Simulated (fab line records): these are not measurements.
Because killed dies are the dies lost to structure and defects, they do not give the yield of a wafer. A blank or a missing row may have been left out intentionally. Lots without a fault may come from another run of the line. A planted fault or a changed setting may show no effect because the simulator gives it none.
Chamber matching + flow n5_finfet + N5_GATE_CUT_HM_OPEN_40 on rie_diel-01 has 4 sister chambers
The step chemistry C4F6/O2, target SiO2, target depth 139 nm, time 85.1 s. 16 wafers are shown with their chamber, then 8 later ones without.

## EACH WAFER AND ITS CHAMBER
| wafer  | chamber | rf_vpp_V (V) | showerhead_plenum_p_Torr (Torr) | oes_ar_750_au (a.u.) |
|--------|---------|--------------|---------------------------------|----------------------|
| L074.1 | 0       | 648          | 2.94                            | 0.75                 |
| L074.2 | 3       | 686          | 2.80                            | 0.92                 |
| L074.3 | 1       | 669          | 2.85                            | 0.75                 |
| L075.3 | 3       | 687          | 2.80                            | 0.92                 |
| L075.4 | 2       | 654          | 2.69                            | 0.73                 |
| L075.6 | 0       | 649          | 2.94                            | 0.75                 |
| L077.3 | 3       | 687          | 2.79                            | 0.91                 |
| L077.4 | 0       | 647          | 2.94                            | 0.75                 |
| L077.6 | 2       | 654          | 2.69                            | 0.73                 |
| L082.1 | 2       | 653          | 2.69                            | 0.72                 |
| L082.4 | 0       | 647          | 2.93                            | 0.74                 |
| L082.5 | 1       | 668          | 2.85                            | 0.74                 |
| L085.2 | 2       | 654          | 2.68                            | 0.71                 |
| L085.4 | 1       | 667          | 2.84                            | 0.74                 |
| L085.6 | 0       | 648          | 2.93                            | 0.73                 |
| L091.1 | 2       | 653          | 2.68                            | 0.71                 |

SIGNATURES, as means of the wafers listed above
| reading                  | chamber 0 | chamber 1 | chamber 2 | chamber 3 | scatter within a chamber |
|--------------------------|-----------|-----------|-----------|-----------|--------------------------|
| rf_vpp_V                 | 647.80    | 668.00    | 653.60    | 686.67    | 0.745                    |
| showerhead_plenum_p_Torr | 2.9360    | 2.8467    | 2.6860    | 2.7967    | 0.00558                  |
| oes_ar_750_au            | 0.7440    | 0.7433    | 0.7200    | 0.9167    | 0.00843                  |
Rule: for each reading, subtract the chamber's mean from the wafer's reading, divide by that reading's scatter and square the result; add these up over the readings and take the root, which gives the wafer's distance from the chamber. If the next closest chamber is less than 2 further off than the closest, the wafer can't be placed; otherwise it belongs to the closest. The scatter: take each reading less its chamber's mean, square it, sum over the shown wafers, divide by the number of wafers less the number of chambers, and take the root.

## WAFERS WITHOUT THEIR CHAMBER
| wafer  | rf_vpp_V (V) | showerhead_plenum_p_Torr (Torr) | oes_ar_750_au (a.u.) |
|--------|--------------|---------------------------------|----------------------|
| L091.3 | 668          | 2.84                            | 0.73                 |
| L091.4 | 649          | 2.92                            | 0.73                 |
| L095.2 | 654          | 2.68                            | 0.70                 |
| L095.4 | 668          | 2.84                            | 0.72                 |
| L095.5 | 667          | 2.84                            | 0.72                 |
| L096.1 | 647          | 2.92                            | 0.72                 |
| L096.2 | 654          | 2.68                            | 0.70                 |
| L096.4 | 667          | 2.84                            | 0.72                 |

## EACH ONE'S CHAMBER
| wafer  | from the rows above | in truth |
|--------|---------------------|----------|
| L091.3 | 1                   | 1        |
| L091.4 | 0                   | 0        |
| L095.2 | 2                   | 2        |
| L095.4 | 1                   | 1        |
| L095.5 | 1                   | 1        |
| L096.1 | 0                   | 0        |
| L096.2 | 2                   | 2        |
| L096.4 | 1                   | 1        |
8 of 8 placed correctly. From these rows, 0 cannot be placed. Wrongly placed: 0.
